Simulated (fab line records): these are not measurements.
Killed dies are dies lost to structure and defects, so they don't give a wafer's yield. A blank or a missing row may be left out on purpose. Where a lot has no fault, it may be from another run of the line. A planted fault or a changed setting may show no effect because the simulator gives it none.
Chamber matching | flow n5Finfet | N5_BEOL_M3_ETCH_64 on rieDiel-01: 3 sister chambers
The step etches SOC in N2/H2, target depth 75 nm, overetch 15 nm, time 112.5 s. 6 wafers are shown with their chamber, then 6 later ones without.

== WAFERS, EACH WITH ITS CHAMBER ==
wafer  | chamber | showerheadPlenumPTorr (Torr) | throttleValvePct (%)
L076.3 | 0       | 2.71                         | 17.46
L076.4 | 2       | 2.50                         | 18.22
L077.1 | 3       | 2.46                         | 17.62
L077.3 | 0       | 2.71                         | 17.47
L077.6 | 2       | 2.50                         | 18.22
L083.4 | 3       | 2.45                         | 17.64

== WAFERS WITHOUT THEIR CHAMBER ==
wafer  | showerheadPlenumPTorr (Torr) | throttleValvePct (%)
L083.5 | 2.70                         | 17.50
L083.6 | 2.50                         | 17.78
L092.2 | 2.49                         | 17.80
L092.3 | 2.45                         | 17.65
L095.2 | 2.44                         | 17.67
L095.3 | 2.49                         | 17.81

== THE CHAMBER EACH PASSED THROUGH ==
wafer  | from the rows above | in truth
L083.5 | 0                   | 0
L083.6 | 3                   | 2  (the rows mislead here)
L092.2 | 3                   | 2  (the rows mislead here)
L092.3 | 3                   | 3
L095.2 | 3                   | 3
L095.3 | 3                   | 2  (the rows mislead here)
Correct placement for 3 of the 6. Left unplaced by these rows: 0. Placed wrongly: 3.
How it was worked out, from the rows above alone: a wafer's distance from a chamber is the root of the sum, over the readings, of the square of ((its reading less the chamber's mean) divided by the reading's scatter). The wafer belongs to the nearest chamber; if the next one is less than 2 further off, it can't be placed. Each chamber's mean is taken over the wafers shown for it. The scatter: take each reading less its chamber's mean, square it, sum over the shown wafers, divide by the number of wafers less the number of chambers, and take the root.
